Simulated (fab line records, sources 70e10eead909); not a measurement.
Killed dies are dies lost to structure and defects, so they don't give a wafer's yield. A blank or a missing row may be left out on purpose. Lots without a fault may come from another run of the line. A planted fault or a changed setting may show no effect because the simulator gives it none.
A struck lot beside a sound one | flow nand_harc | 14 steps out of a route of 1302
Sound: wafers L762.1, L762.2, L762.4. Struck: wafers L769.1, L769.5. (L769.6 of the same lot was not struck and is left out.) The cause comes at the end.
At each step with rows: each side's tool, then ch and its chambers, then its first start. Under that, the readings that differ: sound wafers | struck wafers | difference of the means | sigmas: that difference in standard deviations of wafers without a fault.
alike: readings whose means differ by less than 2 such deviations, and words and numbers that are the same on both sides. not compared: withheld readings, readings that some wafer has no value for, bounds like >300 that may hide the same value, and numbers for which the record gives no deviation and whose values overlap.
The two part at a step that has a row with sigmas, a row that says differs or no value, or rows on one side only. Numbers that don't overlap but have no deviation are shown without sigmas and don't part them. A reading that every wafer of one side lacks parts them only if that side has two wafers or more.

NHARC_P_STI_ETCH_42: etches the open film in N2/H2, target depth 80 nm, overetch 24 nm, time 61 s.
  sound on rie_diel-01 ch 0,2,3, day 6 04:26; struck on rie_diel-01 ch 2, day 9 00:58
  alike: bias_w, drypump_motor_current_A, oes_product_au, rf_vpp_V, showerhead_plenum_p_Torr, throttle_valve_pct
  not compared: rf_hours_counter_h
NHARC_P_STI_ETCH_31: etches the open film in CF4/CHF3, target depth 108.9 nm, time 54.5 s.
  sound on rie_diel-01 ch 0,2,3; struck on rie_diel-01 ch 2,3
  alike: bias_w, cf4_flow_sccm, drypump_motor_current_A, oes_product_au, rf_vpp_V, showerhead_plenum_p_Torr, throttle_valve_pct
  not compared: rf_hours_counter_h
NHARC_P_STI_ETCH_15: etches the open film in HBr/Cl2, target depth 300 nm, time 100.1 s.
  sound on rie_si-02 ch 0,1,3, day 6 04:37; struck on rie_si-04 ch 1,3, day 9 01:12
  alike: bias_w, drypump_motor_current_A, oes_product_au, throttle_valve_pct
  not compared: rf_hours_counter_h
NHARC_P_STI_CD_MEAS_16:
  sound on cd_sem-01, day 6 04:47; struck on cd_sem-01, day 9 01:19
  alike: cd_nm
NHARC_P_STI_OCD_MEAS_17:
  sound on ocd-01, day 6 04:52; struck on ocd-01, day 9 01:25
  reading                | sound       | struck  | difference | sigmas
  trench_foot_cd_nm (nm) | 151 158 153 | 160 162 | +7         | +2
  alike: trench_depth_nm
then, 3 steps without rows for these wafers: NHARC_P_STI_STRIP_19 (strips in SPM, time 900 s); NHARC_P_STI_PRECLEAN_32 (cleans in SC1); NHARC_P_STI_SRD_23.
NHARC_P_STI_OCD_MEAS_43:
  sound on ocd-02, day 6 05:23; struck on ocd-02, day 9 01:55
  reading                | sound       | struck  | difference | sigmas
  trench_foot_cd_nm (nm) | 151 157 152 | 160 162 | +8         | +2
  alike: trench_depth_nm
then, 3 steps without rows for these wafers: NHARC_P_STI_OXIDE_33 (material SiO2, target thk 10 nm, ox time 281 s); NHARC_P_STI_HDPCVD_20 (deposits SiO2); NHARC_P_STI_ANNEAL_34 (time 1800 s).
NHARC_P_STI_CMP_21: polishes, t overpolish 20 s, target thk 380.67 nm.
  sound on cmp-01 ch 0,1,2, day 7 02:52; struck on cmp-03 ch 1, day 9 19:29
  reading              | sound                | struck        | difference | sigmas
  motor_current_A (A)  | 13.7 12.4 14.3       | 10.2 10.5     | -3.1       | -4
  overpolish_run_s (s) | 20.010 20.014 20.007 | 74.744 74.747 | +54.735    | +99 or more
  t_overpolish_s (s)   | 20 20 20             | 74.743 74.743 | +54.743    |
-- the record jumps here: 20 days lie between the struck wafers' starts before and after (it left off in module P_STI and takes up again in module END, whose first step shown is number 1302 of the route) --
NHARC_END_SORT_01:
  sound on prober-02 ch 0, day 27 15:46; struck on prober-01 ch 0, day 30 04:32
  alike: killed_at_array, killed_at_other, killed_at_periphery, killed_dies, killed_open, killed_short

WHERE THEY PART
First at NHARC_P_STI_OCD_MEAS_17; last, within this record, at NHARC_P_STI_CMP_21. Later steps at which nothing parts them and some readings are alike: NHARC_END_SORT_01.

WHY: what the simulator had put in
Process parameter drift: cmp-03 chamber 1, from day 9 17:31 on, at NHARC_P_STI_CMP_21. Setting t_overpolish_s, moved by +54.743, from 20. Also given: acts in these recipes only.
